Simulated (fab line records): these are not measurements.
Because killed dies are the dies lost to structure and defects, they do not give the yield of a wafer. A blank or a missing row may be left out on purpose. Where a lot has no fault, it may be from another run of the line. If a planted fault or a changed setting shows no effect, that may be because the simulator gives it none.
Matching of chambers ; flow n5-finfet ; N5_BEOL_M0_SAQP_SPACER2_ETCHBACK_27 on rie-diel-04 has 4 sister chambers
The step etches SiO2 in CHF3/O2, target depth 22.5 nm, time 11.25 s. 4 wafers are shown with their chamber, then 12 later ones without.

## WAFERS PAIRED WITH THEIR CHAMBERS
wafer;chamber;showerhead-plenum-p-Torr (Torr)
L084.5;1;2.51
L091.1;2;2.47
L091.2;0;2.50
L091.4;3;2.37

## WAFERS WHOSE CHAMBER IS MISSING
wafer;showerhead-plenum-p-Torr (Torr)
L093.2;2.50
L093.4;2.50
L093.6;2.47
L076.2;2.47
L076.3;2.36
L076.5;2.36
L097.1;2.50
L097.3;2.50
L097.6;2.49
L096.1;2.50
L096.3;2.47
L096.4;2.50

## THE CHAMBER EACH PASSED THROUGH
wafer;from the rows above;in truth
L093.2;can't be placed: 0 or 1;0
L093.4;can't be placed: 0 or 1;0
L093.6;2;2
L076.2;2;2
L076.3;3;3
L076.5;3;3
L097.1;can't be placed: 0 or 1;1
L097.3;can't be placed: 0 or 1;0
L097.6;can't be placed: 0 or 1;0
L096.1;can't be placed: 0 or 1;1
L096.3;2;2
L096.4;can't be placed: 0 or 1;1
Placed correctly: 5 of 12. Not placeable from these rows: 7 (in 7, the candidates include the true chamber). Placed wrongly: 0.
How it was worked out, from the rows above alone: a wafer's distance from a chamber is the root of the sum, over the readings, of the square of ((its reading less the chamber's mean) divided by the reading's scatter). If the next closest chamber is less than 2 further off than the closest, the wafer can't be placed; otherwise it belongs to the closest. Each chamber's mean is taken over the wafers shown for it. The scatter: with one shown wafer a chamber, the root of the mean of the squares of how far each hidden wafer lies from its nearest shown one.
